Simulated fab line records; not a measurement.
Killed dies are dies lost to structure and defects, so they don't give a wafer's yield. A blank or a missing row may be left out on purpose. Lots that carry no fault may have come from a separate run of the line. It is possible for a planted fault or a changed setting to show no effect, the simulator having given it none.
Split-lot study | flow n5Finfet | 39 wafers read from 7 lots, route of 1938 steps

## THE SPLIT ITSELF
At N5_SD_ACTIVATION_LSA_01 (time 0.0008 s), the setting tempC was moved away from the recipe's 1080 C on 15 of the 39 wafers read, by -1.4% to +1.1%. All remaining wafers had this setting at the recipe value.

Between the split and the reading, the file records no step.

## THE READING
RS_SD_N in ohm/sq, measured at N5_SD_ACTIVATION_RS_MEAS_03 by four-point-probe. A value of 21.94 ohm/sq with a standard deviation of 0.24 ohm/sq is what fault-free wafers of this fab line usually give.

wafer  | tool, chamber at the split | tempC as run, C | against the recipe | RS_SD_N, ohm/sq | against lot-mates on the recipe
L079.1 | laserAnneal-02, 0          | 1080            | recipe             | 21.73           | -
L079.3 | laserAnneal-02, 0          | 1080            | recipe             | 21.96           | -
L079.5 | laserAnneal-02, 0          | 1080            | recipe             | 22.03           | -
L082.1 | laserAnneal-01, 0          | 1080            | recipe             | 21.75           | -
L082.2 | laserAnneal-01, 0          | 1080            | recipe             | 21.90           | -
L082.3 | laserAnneal-01, 0          | 1080            | recipe             | 21.58           | -
L082.4 | laserAnneal-01, 0          | 1080            | recipe             | 22.00           | -
L082.5 | laserAnneal-01, 0          | 1080            | recipe             | 21.68           | -
L082.6 | laserAnneal-01, 0          | 1080            | recipe             | 22.13           | -
L083.1 | laserAnneal-02, 0          | 1080            | recipe             | 22.30           | -
L083.2 | laserAnneal-02, 0          | 1080            | recipe             | 22.69           | -
L083.3 | laserAnneal-02, 0          | 1092            | +1.1%              | 21.12           | -1.34
L083.4 | laserAnneal-02, 0          | 1092            | +1.1%              | 21.35           | -1.11
L083.5 | laserAnneal-02, 0          | 1092            | +1.1%              | 20.88           | -1.58
L083.6 | laserAnneal-02, 0          | 1080            | recipe             | 22.39           | -
L085.1 | laserAnneal-02, 0          | 1075            | -0.5%              | 22.47           | +0.72
L085.2 | laserAnneal-02, 0          | 1080            | recipe             | 21.75           | -
L085.3 | laserAnneal-02, 0          | 1075            | -0.5%              | 22.37           | +0.62
L085.4 | laserAnneal-02, 0          | 1080            | recipe             | 21.64           | -
L085.5 | laserAnneal-02, 0          | 1075            | -0.5%              | 22.61           | +0.86
L085.6 | laserAnneal-02, 0          | 1080            | recipe             | 21.87           | -
L087.1 | laserAnneal-02, 0          | 1091            | +1.0%              | 20.59           | -1.19
L087.2 | laserAnneal-02, 0          | 1080            | recipe             | 21.78           | -
L087.3 | laserAnneal-02, 0          | 1091            | +1.0%              | 20.52           | -1.26
L087.4 | laserAnneal-02, 0          | 1080            | recipe             | 21.97           | -
L087.5 | laserAnneal-02, 0          | 1080            | recipe             | 21.60           | -
L087.6 | laserAnneal-02, 0          | 1091            | +1.0%              | 20.39           | -1.39
L089.1 | laserAnneal-02, 0          | 1065            | -1.4%              | 23.28           | +1.35
L089.2 | laserAnneal-02, 0          | 1065            | -1.4%              | 23.26           | +1.33
L089.3 | laserAnneal-02, 0          | 1080            | recipe             | 21.85           | -
L089.4 | laserAnneal-02, 0          | 1065            | -1.4%              | 23.60           | +1.67
L089.5 | laserAnneal-02, 0          | 1080            | recipe             | 21.80           | -
L089.6 | laserAnneal-02, 0          | 1080            | recipe             | 22.14           | -
L097.1 | laserAnneal-02, 0          | 1080            | recipe             | 21.67           | -
L097.2 | laserAnneal-02, 0          | 1075            | -0.5%              | 22.50           | +0.68
L097.3 | laserAnneal-02, 0          | 1080            | recipe             | 21.88           | -
L097.4 | laserAnneal-02, 0          | 1075            | -0.5%              | 22.37           | +0.55
L097.5 | laserAnneal-02, 0          | 1080            | recipe             | 21.90           | -
L097.6 | laserAnneal-02, 0          | 1075            | -0.5%              | 22.52           | +0.70

THE FIT
A straight line over all 39 wafers: RS_SD_N changes by -1.05 ohm/sq for each +1% of tempC; r = -0.92; the points scatter about the line by 0.27 ohm/sq.
The same after taking each lot's own level away (the mean of its wafers on the recipe; 39 wafers): -1.18 ohm/sq for each +1%; r = -0.97; scatter 0.17 ohm/sq.
The reading moves by 1.6 ohm/sq for the largest change in tempC, on that fit.
The lots' own levels span 21.753 to 22.460 ohm/sq, that is 2.9 times the standard deviation above.
So the lot-to-lot level changes the slope: the two fits differ.
Check: for one of the wafers moved furthest among these (-1.4%), held out of the fit, the line's prediction against its lot-mates is +1.69 ohm/sq. Against them it came out at +1.35 ohm/sq.
Tool readings at the split's step, against how far the setting was moved: wafer_temp_C_max r = +0.99.

## ADDITIONAL SPLITS CARRIED BY THESE WAFERS
Note: prior to the reading, these wafers also went through further splits. Each is held against what the fit with the lots' levels taken away leaves over:
other split on the same wafers | wafers away from the commonest value | r with RS_SD_N (lot level and that fit taken away)
N5_FIN_CUT_CUT_ETCH_15 biasW   | as run: not given for these wafers   | -
N5_DUMMY_GATE_ETCH_37 sourceW  | 15                                   | +0.12

## THE WHOLE CHAIN: every reading that the file lists as answering this split, in the file's order
step                        | what it does                 | reading          | change (the file's fit)              | r (the file's)
N5_SD_ACTIVATION_LSA_01     | time 0.0008 s                | wafer_temp_C_max | withheld for each +1% of the setting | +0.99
N5_SD_ACTIVATION_RS_MEAS_03 | measures by four-point-probe | RS_SD_N          | -1.18 for each +1% of the setting    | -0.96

## THE FILE'S OWN FIT
RS_SD_N changes by -1.18 ohm/sq for each +1% of tempC, r = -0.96.
